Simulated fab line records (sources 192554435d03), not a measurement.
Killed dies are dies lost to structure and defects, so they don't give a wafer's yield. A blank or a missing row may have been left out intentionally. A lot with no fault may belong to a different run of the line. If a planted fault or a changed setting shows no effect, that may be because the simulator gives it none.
Comparing a struck lot with a sound one    flow n5_finfet    38 steps out of a route of 1938
Sound: the wafers L853.1, L853.2, L853.3. Struck: wafers L856.1, L856.3, L856.5. The cause is named last.
Each step with rows lists, per side, the tool, then ch with its chambers, then its first start. Under that, the readings that differ: sound wafers    struck wafers    difference of the means    sigmas: that difference in standard deviations of wafers without a fault.
alike: a reading whose means differ by less than 2 such deviations, as well as words and numbers matching on both sides. not compared: withheld readings; readings where some wafer has no value; bounds like >300 that might hide an equal value; numbers whose values overlap and for which the record gives no deviation.
A row with sigmas, a row that says differs or no value, or rows on one side alone: a step with any of these is where the two part. Numbers that don't overlap but have no deviation are shown without sigmas and don't part them. Lack of a reading on every wafer of one side parts them only where that side has two or more wafers.

first, 10 steps without rows for these wafers: N5_HKMG_FIN_ALD_72 (deposits W, target thk 2 nm, pulse time 1 s, purge time 2 s); N5_HKMG_FIN_W_FILL_22 (material W, target thk 60 nm, time 18.2 s); N5_HKMG_FIN_PRECLEAN_83 (cleans in DIW, time 57.5 s); N5_HKMG_FIN_SRD_84 (dry time 32 s); N5_HKMG_FIN_CMP_23 (polishes, stops on SiNx, t overpolish 10 s, target thk 46.326 nm); N5_HKMG_FIN_CMP_94 (polishes, stops on SiNx, t overpolish 4.7 s, target thk 43.299 nm); N5_GATE_CUT_ETCHBACK_00 (etches W in SF6/Cl2); N5_GATE_CUT_ETCH_56 (etches TiN in Cl2/Ar, target depth 21.6 nm); N5_GATE_CUT_ETCHBACK_30 (etches TiN in Cl2/Ar, target depth 3 nm); N5_GATE_CUT_VAPOR_ETCH_60 (etches HfO2 in BCl3/Cl2).
N5_GATE_CUT_ETCH_58: etches SiNx in CH3F/O2, target depth 17 nm, time 128.6 s.
  sound on rie_diel-03 ch 1,2,3, day 6 21:23; struck on rie_diel-03 ch 0,3, day 7 15:49
  no value came back on the struck wafers for any of 8 readings (CH3F_flow_sccm (sccm), O2_flow_sccm (sccm) and others); on the sound wafers CH3F_flow_sccm (sccm) reads 29.98 30.20 30.01
reading                                               sound           struck         difference  sigmas
model.SiNx_of_SDB_ALD_29.thk_nm (nm)                  24.6 24.4 24.6  27.2 27 27.2   +2.6        
model.SiO2_flowable_of_ILD0_FCVD_FILL_01.thk_nm (nm)  118 117 117     119.6 119 120  +2.2        
then, 25 steps without rows for these wafers: N5_GATE_CUT_STRIP_59 (strips in N2/H2, time 20 s); N5_GATE_CUT_PRECLEAN_31 (cleans in DIW, time 300 s); N5_GATE_CUT_SRD_32 (time 30 s); N5_GATE_CUT_SAC_CAP_01 (material SiNx, target thk 24 nm, pulse time 1 s, ald cycles 480); N5_GATE_CUT_PECVD_57 (deposits SiNx from SiH4/NH3/N2, target thk 21 nm); N5_GATE_CUT_CMP_02 (polishes, stops on SiO2, t overpolish 12.7 s, target thk 0 nm); N5_GATE_CUT_HM_DEP_46 (deposits SiO2 from TEOS/O2, target thk 130 nm, time 26.6 s); N5_GATE_CUT_COAT_34 (time 60 s, resist thk 60 nm); N5_GATE_CUT_COAT_35 (time 60 s, resist thk 10 nm); N5_GATE_CUT_COAT_27 (time 60 s, resist thk 10 nm); N5_GATE_CUT_COAT_07 (resist thk 30 nm); N5_GATE_CUT_EBR_09; N5_GATE_CUT_SOFTBAKE_08 (time 60 s); N5_GATE_CUT_EXPOSE_10 (exposes mask GATE CUT, target cd 20 nm); N5_GATE_CUT_PEB_11 (peb time 60 s); N5_GATE_CUT_DEVELOP_12 (develop time 30 s); N5_GATE_CUT_DESCUM_18 (chemistry O2, time 7 s); N5_GATE_CUT_ETCH_28 (etches underlayer in N2/H2, target depth 13 nm, time 10.4 s); N5_GATE_CUT_ETCH_36 (etches SiARC in CF4, target depth 13 nm, time 21.7 s); N5_GATE_CUT_ETCH_37 (etches SOC in N2/H2, target depth 60 nm, overetch 12 nm, time 90 s); N5_GATE_CUT_STRIP_38 (strips in N2/H2); N5_GATE_CUT_STRIP_39 (strips in N2/H2); N5_GATE_CUT_HM_OPEN_40 (chemistry C4F6/O2, target SiO2, target depth 139 nm, time 85.1 s); N5_GATE_CUT_STRIP_41 (strips in CF4); N5_GATE_CUT_STRIP_42 (strips in O2).
N5_MOL_CONTACT_COAG_WET_ETCH_116: etches the open film in SC1-inhibited, target depth 4.6 nm, rinse time 30 s.
  sound on wet_bench-06 ch 0,1,2, day 7 11:58; struck on wet_bench-05 ch 0,2,5, day 8 06:35
reading                                               sound          struck             difference  sigmas
model.SiO2_flowable_of_ILD0_FCVD_FILL_01.thk_nm (nm)  112.8 112 112  114.4 113.8 114.8  +2.1        
  alike: rinse_temp_c
-- the record jumps here: 7 days lie between the struck wafers' starts before and after (it left off in module MOL_CONTACT_COAG and takes up again in module BEOL_M4, whose first step shown is number 1111 of the route) --
N5_BEOL_M4_RC_MEAS_101:
  sound on prober-02 ch 0, day 14 10:06; struck on prober-01 ch 0, day 15 10:29
reading        sound           struck          difference  sigmas
SS_N (mV/dec)  70.6 71.5 71.0  72.4 72.8 73.1  +1.7        +3
  alike: DIBL_N, DIBL_P, IOFF_N, IOFF_P, ION_N, ION_P, SS_P, VT_N, VT_P

WHERE THEY PART
At N5_GATE_CUT_ETCH_58 first; at N5_BEOL_M4_RC_MEAS_101 last (within this record only).

WHY: what had been put in by the simulator
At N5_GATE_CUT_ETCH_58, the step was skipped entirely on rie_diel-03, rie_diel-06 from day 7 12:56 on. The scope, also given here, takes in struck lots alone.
